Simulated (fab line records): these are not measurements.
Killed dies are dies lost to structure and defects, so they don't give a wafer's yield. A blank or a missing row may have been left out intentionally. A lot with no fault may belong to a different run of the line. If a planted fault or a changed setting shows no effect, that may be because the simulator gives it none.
Chamber matching | flow nand harc | 3 sister chambers for NHARC_P_BONDPAD_CMP_32 on cmp-02
The step polishes SiCN, target thk 200 nm. 6 wafers are shown with their chamber, then 6 later ones without.

## WAFERS, EACH WITH ITS CHAMBER
wafer  | chamber | motor current A (A) | slurry flow ml min
L080.4 | 3       | 12.6                | 150.1
L081.2 | 3       | 12.8                | 150.7
L086.5 | 1       | 12.4                | 149.3
L086.6 | 2       | 10.3                | 149.9
L090.1 | 1       | 12.2                | 150.4
L090.3 | 2       | 10.5                | 149.7

## WAFERS WITH NO CHAMBER GIVEN
wafer  | motor current A (A) | slurry flow ml min
L090.6 | 10.3                | 149.2
L093.2 | 12.2                | 149.7
L093.4 | 12.0                | 150.6
L093.5 | 12.3                | 149.8
L097.1 | 13.1                | 151.4
L097.5 | 12.4                | 149.2

## THE CHAMBER EACH PASSED THROUGH
wafer  | from the rows above     | in truth
L090.6 | 2                       | 2
L093.2 | 1                       | 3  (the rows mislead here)
L093.4 | 1                       | 1
L093.5 | 1                       | 1
L097.1 | 3                       | 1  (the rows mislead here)
L097.5 | can't be placed: 1 or 3 | 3
Correctly placed: 3 of 6. These rows do not allow placing 1 (true chamber among the candidates in 1). Placed wrongly: 2.
How it was worked out, from the rows above alone: a wafer's distance from a chamber is the root of the sum, over the readings, of the square of ((its reading less the chamber's mean) divided by the reading's scatter). If the next closest chamber is less than 2 further off than the closest, the wafer can't be placed; otherwise it belongs to the closest. The mean given for a chamber averages the wafers shown for that chamber. How the scatter is found: for the shown wafers, subtract from each reading the mean of its chamber, square and add these, divide the total by (wafers less chambers), then take the root.
